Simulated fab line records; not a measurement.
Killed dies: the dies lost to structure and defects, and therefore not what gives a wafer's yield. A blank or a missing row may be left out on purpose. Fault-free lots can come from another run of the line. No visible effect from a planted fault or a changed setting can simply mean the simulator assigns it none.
Chamber matching + flow n5Finfet + N5_BEOL_M15_ETCH_61 on rieDiel-03: 4 sister chambers
The step etches BARC in N2/H2, target depth 89 nm, overetch 26.7 nm, time 67.9 s. 24 wafers are shown with their chamber, then 12 later ones without.

WAFERS, EACH WITH ITS CHAMBER
| wafer  | chamber | showerheadPlenumPTorr (Torr) | throttleValvePct (%) | oesProductAu (a.u.) |
|--------|---------|------------------------------|----------------------|---------------------|
| L075.1 | 3       | 2.63                         | 17.92                | 0.59                |
| L075.4 | 2       | 2.44                         | 18.07                | 0.63                |
| L075.6 | 0       | 2.46                         | 17.71                | 0.70                |
| L076.3 | 3       | 2.63                         | 17.92                | 0.59                |
| L076.5 | 1       | 2.53                         | 17.72                | 0.64                |
| L076.6 | 2       | 2.43                         | 18.09                | 0.63                |
| L078.1 | 1       | 2.53                         | 17.71                | 0.65                |
| L078.3 | 0       | 2.46                         | 17.72                | 0.70                |
| L078.4 | 3       | 2.63                         | 17.94                | 0.59                |
| L080.2 | 2       | 2.43                         | 18.07                | 0.63                |
| L080.3 | 0       | 2.45                         | 17.72                | 0.69                |
| L080.6 | 2       | 2.43                         | 18.07                | 0.63                |
| L079.1 | 0       | 2.45                         | 17.71                | 0.69                |
| L079.3 | 3       | 2.63                         | 17.95                | 0.59                |
| L079.4 | 1       | 2.53                         | 17.70                | 0.64                |
| L082.4 | 3       | 2.63                         | 17.95                | 0.59                |
| L082.5 | 3       | 2.63                         | 17.93                | 0.59                |
| L082.6 | 0       | 2.45                         | 17.72                | 0.69                |
| L085.2 | 1       | 2.53                         | 17.71                | 0.64                |
| L085.3 | 2       | 2.43                         | 18.09                | 0.63                |
| L085.5 | 2       | 2.43                         | 18.10                | 0.63                |
| L083.4 | 0       | 2.45                         | 17.72                | 0.69                |
| L083.5 | 1       | 2.52                         | 17.73                | 0.63                |
| L083.6 | 0       | 2.45                         | 17.70                | 0.69                |

SIGNATURES, as means of the wafers listed above
| reading               | chamber 0 | chamber 1 | chamber 2 | chamber 3 | scatter within a chamber |
|-----------------------|-----------|-----------|-----------|-----------|--------------------------|
| showerheadPlenumPTorr | 2.4529    | 2.5280    | 2.4317    | 2.6300    | 0.00391                  |
| throttleValvePct      | 17.7143   | 17.7140   | 18.0817   | 17.9350   | 0.0117                   |
| oesProductAu          | 0.6929    | 0.6400    | 0.6300    | 0.5900    | 0.00414                  |
Rule: for a wafer and a chamber, the distance is found by dividing, reading by reading, the gap between the wafer's reading and the chamber's mean by the reading's scatter, squaring, summing and taking the root. The wafer belongs to the nearest chamber; if the next one is less than 2 further off, it can't be placed. The scatter is the square root of a quotient: the sum, over the shown wafers, of each reading's squared deviation from its chamber's mean, divided by wafers minus chambers.

WAFERS MISSING THEIR CHAMBER
| wafer  | showerheadPlenumPTorr (Torr) | throttleValvePct (%) | oesProductAu (a.u.) |
|--------|------------------------------|----------------------|---------------------|
| L088.2 | 2.62                         | 17.97                | 0.58                |
| L088.4 | 2.45                         | 17.72                | 0.69                |
| L088.5 | 2.45                         | 17.72                | 0.68                |
| L093.2 | 2.42                         | 18.13                | 0.62                |
| L093.3 | 2.52                         | 17.74                | 0.63                |
| L093.5 | 2.42                         | 18.12                | 0.61                |
| L096.1 | 2.44                         | 17.78                | 0.67                |
| L096.2 | 2.51                         | 17.75                | 0.62                |
| L096.5 | 2.42                         | 18.13                | 0.61                |
| L097.2 | 2.42                         | 18.13                | 0.61                |
| L097.3 | 2.44                         | 17.77                | 0.67                |
| L097.5 | 2.51                         | 17.78                | 0.62                |

THE CHAMBER EACH PASSED THROUGH
| wafer  | from the rows above | in truth |
|--------|---------------------|----------|
| L088.2 | 3                   | 3        |
| L088.4 | 0                   | 0        |
| L088.5 | 0                   | 0        |
| L093.2 | 2                   | 2        |
| L093.3 | 1                   | 1        |
| L093.5 | 2                   | 2        |
| L096.1 | 0                   | 0        |
| L096.2 | 1                   | 1        |
| L096.5 | 2                   | 2        |
| L097.2 | 2                   | 2        |
| L097.3 | 0                   | 0        |
| L097.5 | 1                   | 1        |
Correct placement for 12 of the 12. Number that these rows cannot place: 0. 0 placed wrongly.
